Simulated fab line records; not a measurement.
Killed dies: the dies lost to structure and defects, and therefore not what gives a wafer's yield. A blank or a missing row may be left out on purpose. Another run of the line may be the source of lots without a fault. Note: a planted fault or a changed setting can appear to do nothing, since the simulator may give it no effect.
Problem report in the 8D (eight disciplines) form, filled by code + flow nandHarc + the parts of the form that need people (team, actions taken, sign-off) are left out

## 1. WHAT WENT WRONG
tempC at NHARC_P_GATE_STRIP_67 reads a mean of 125.34 C on 6 wafers of 2 lots; wafers without a fault read 130.00 C with a standard deviation of 0.13. Measured from the usual mean, that is -36 standard deviations.
The step: strips in SPM, time 600 s.
Earliest sighting: wafer L554.4 on wetBench-06 at day 8 20:37. The record holds 36 wafers of 12 lots with a number at this step. The rule behind "out" and "out of limits": a value lying over 4 standard deviations away from the usual mean. All remaining wafers that have a number are taken as sound.

## 2. WHAT IT IS; WHAT IT IS NOT
| question                    | is                     | is not                                                                                                        |
|-----------------------------|------------------------|---------------------------------------------------------------------------------------------------------------|
| which readings at this step | tempC, bathGuardTempC  | -                                                                                                             |
| which lots                  | L554, L555             | L547, L548, L562, L563, L564, L565, L566, L567, L569, L570                                                    |
| which wafers of those lots  | all that have a number | -                                                                                                             |
| read on which tools         | wetBench-06            | wetBench-01, wetBench-04                                                                                      |
| when                        | from day 8 20:37       | up to then (6 sound wafers); but 24 sound wafers of L562, L563, L564, L565, L566, L567, L569, L570 came after |

## 3. SUSPECTS, AND WHAT RULES EACH OUT
Counting: any tool at a process step up to the reading is kept as a suspect provided that every lot that is out went through it and no sound lot did after the first of them.
- rieDiel-07 at NHARC_P_GATE_DESCUM_13 (chemistry O2, time 3 s): ruled out as a lasting fault. Following L554 (day 7 12:43), the first lot on it that is out, the sound lots L563, L565, L566 were run on it.
- rieDiel-07 at NHARC_P_GATE_STRIP_108 (strips in O2): ruled out as a lasting fault. Following L554 (day 8 03:19), the first lot on it that is out, the sound lots L563, L564, L565 were run on it.
- plasmaAsher-02 at NHARC_P_GATE_STRIP_112 (strips in N2/H2, time 200 s): ruled out as a lasting fault. Following L554 (day 8 16:53), the first lot on it that is out, the sound lots L564, L565, L569, L570 were run on it.
- wetBench-06 at NHARC_P_GATE_STRIP_67 (strips in SPM, time 600 s): ruled out as a lasting fault. Following L554 (day 8 20:37), the first lot on it that is out, the sound lots L563, L564, L565, L566, L567, L569, L570 were run on it.
Left after counting: nothing in the record.

## 4. THE CAUSE (what the simulator had put in)
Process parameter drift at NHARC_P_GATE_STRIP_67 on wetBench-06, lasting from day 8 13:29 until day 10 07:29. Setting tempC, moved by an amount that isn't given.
Counting ruled it out, wrongly.

## 5. SEQUENCE OF EFFECTS, ordered by route
One row per reading whose mean, taken over the struck wafers that have a number, lies over 3 standard deviations from the usual. Scope: only readings with a usual standard deviation given in the record; hours: median across lots of the time from each lot's start at the first step in this table that gives one to its start at this step; sigmas: change in usual standard deviations.
| hours | step                  | reading        | usual    | on struck wafers | change | sigmas |
|-------|-----------------------|----------------|----------|------------------|--------|--------|
| 0     | NHARC_P_GATE_STRIP_67 | bathGuardTempC | 129.9 C  | 125.0            | -4.9   | -9.8   |
| 0     | NHARC_P_GATE_STRIP_67 | tempC          | 130.00 C | 125.34           | -4.66  | -36    |
Process steps it contains:
- NHARC_P_GATE_STRIP_67: strips in SPM, time 600 s.

## 6. HOW IT WOULD HAVE BEEN CAUGHT EARLIER
The fault began at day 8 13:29; the first out-of-limits reading in this record came at day 8 20:37, 7 hours later.
